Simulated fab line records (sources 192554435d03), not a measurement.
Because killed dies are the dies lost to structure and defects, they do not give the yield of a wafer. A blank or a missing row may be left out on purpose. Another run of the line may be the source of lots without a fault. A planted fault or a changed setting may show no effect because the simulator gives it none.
Struck lot and sound lot, side by side | flow n5Finfet | 15 out of 1938 route steps
Sound: wafers L959.4, L959.5, L959.6. Struck: wafer L970.2; the same lot's L970.5 was not struck, so it is left out; see the end for the cause.
Per side, at each step with rows, come the tool, then ch with its chambers, and then its first start. Under that, the readings that differ: sound wafers | struck wafers | difference of the means | sigmas: that difference in standard deviations of wafers without a fault.
alike: readings whose means differ by less than 2 such deviations, and words and numbers that are the same on both sides. not compared: withheld readings, readings that some wafer has no value for, bounds like >300 that may hide the same value, and numbers for which the record gives no deviation and whose values overlap.
A row with sigmas, a row that says differs or no value, or rows on one side alone: a step with any of these is where the two part. Numbers that don't overlap but have no deviation are shown without sigmas and don't part them. Lack of a reading on every wafer of one side parts them only where that side has two or more wafers.

first, 7 steps without rows for these wafers: N5_BEOL_M11_COAT_64 (time 60 s, resist thk 30 nm); N5_BEOL_M11_COAT_22 (resist thk 90 nm); N5_BEOL_M11_EBR_24; N5_BEOL_M11_SOFTBAKE_23 (time 60 s); N5_BEOL_M11_EXPOSE_25 (exposes mask V10); N5_BEOL_M11_PEB_26 (peb time 60 s); N5_BEOL_M11_DEVELOP_27 (develop time 30 s).
N5_BEOL_M11_CD_MEAS_28 targets a cd of 70 nm.
  sound on cdSem-03 ch 0, day 11 01:57; struck on cdSem-01 ch 0, day 14 07:09
reading   | sound          | struck | difference | sigmas
cdNm (nm) | 69.7 70.3 68.5 | 70.9   | +1.4       | +2
N5_BEOL_M11_OVL_MEAS_29:
  sound on overlay-01 ch 0, day 11 01:59; struck on overlay-01 ch 0, day 14 07:11
  alike: V10_OVL
N5_BEOL_M11_INSPECT_30: inspects for defects (brightfield).
  sound on defectInspect-01, day 11 02:00; struck on defectInspect-01, day 14 07:13
  alike: rawDefectCount
N5_BEOL_M11_DESCUM_33: chemistry O2, time 7.9 s.
  sound on rieDiel-02 ch 2,3, day 11 02:02; struck on rieDiel-02 ch 2, day 14 07:43
  alike: drypumpMotorCurrentA, oesProductAu, rfVppV, showerheadPlenumPTorr, throttleValvePct
  not compared: rfHoursCounterH
N5_BEOL_M11_ETCH_65: etches SiARC in CF4, target depth 39 nm, time 65 s.
  sound on rieDiel-02 ch 2,3, day 11 02:04; struck on rieDiel-02 ch 2, day 14 07:45
  alike: drypumpMotorCurrentA, etchRfOnTimeS, mfcArSccm, oesProductAu, rfVppV, showerheadPlenumPTorr, throttleValvePct
  not compared: rfHoursCounterH
N5_BEOL_M11_ETCH_66: etches SOC in N2/H2, target depth 120 nm, overetch 24 nm, time 180 s.
  sound on rieDiel-02 ch 2,3, day 11 02:07; struck on rieDiel-02 ch 2, day 14 07:48
reading                                    | sound             | struck | difference | sigmas
oesProductAu (a.u.)                        | 0.71 0.72 0.65    | 0.53   | -0.16      | -3
runLengthS (s)                             | 203.4 204.0 203.3 | 274.5  | +70.9      | +99 or more
model.SiARC_of_BEOL_M11_COAT_64.thkNm (nm) | 22.6 22.4 22.8    | 20.2   | -2.4       | 
  alike: drypumpMotorCurrentA, rfVppV, showerheadPlenumPTorr, throttleValvePct
  not compared: rfHoursCounterH
then, 1 step without rows for these wafers: N5_BEOL_M11_STRIP_69 (strips in N2/H2).
N5_PASSIVATION_PROBE_49:
  sound on prober-01, day 12 19:43; struck on prober-01, day 16 04:46
reading         | sound    | struck | difference | sigmas
killed_at_M4_up | 27 35 16 | 10     | -16        | -3
  alike: defectLimitedYield, killed_at_M0_to_M3, killedAtContacts, killedAtFrontEnd, killedAtOther, killedDies, killedOnRim, killedOpen, killedShort, sort_bin_5_function, sort_bin_6_memory, sortNPass, sortYieldPct

WHERE THEY PART
Earliest at N5_BEOL_M11_CD_MEAS_28; latest, in this record, at N5_PASSIVATION_PROBE_49.

WHY: what the simulator had put in
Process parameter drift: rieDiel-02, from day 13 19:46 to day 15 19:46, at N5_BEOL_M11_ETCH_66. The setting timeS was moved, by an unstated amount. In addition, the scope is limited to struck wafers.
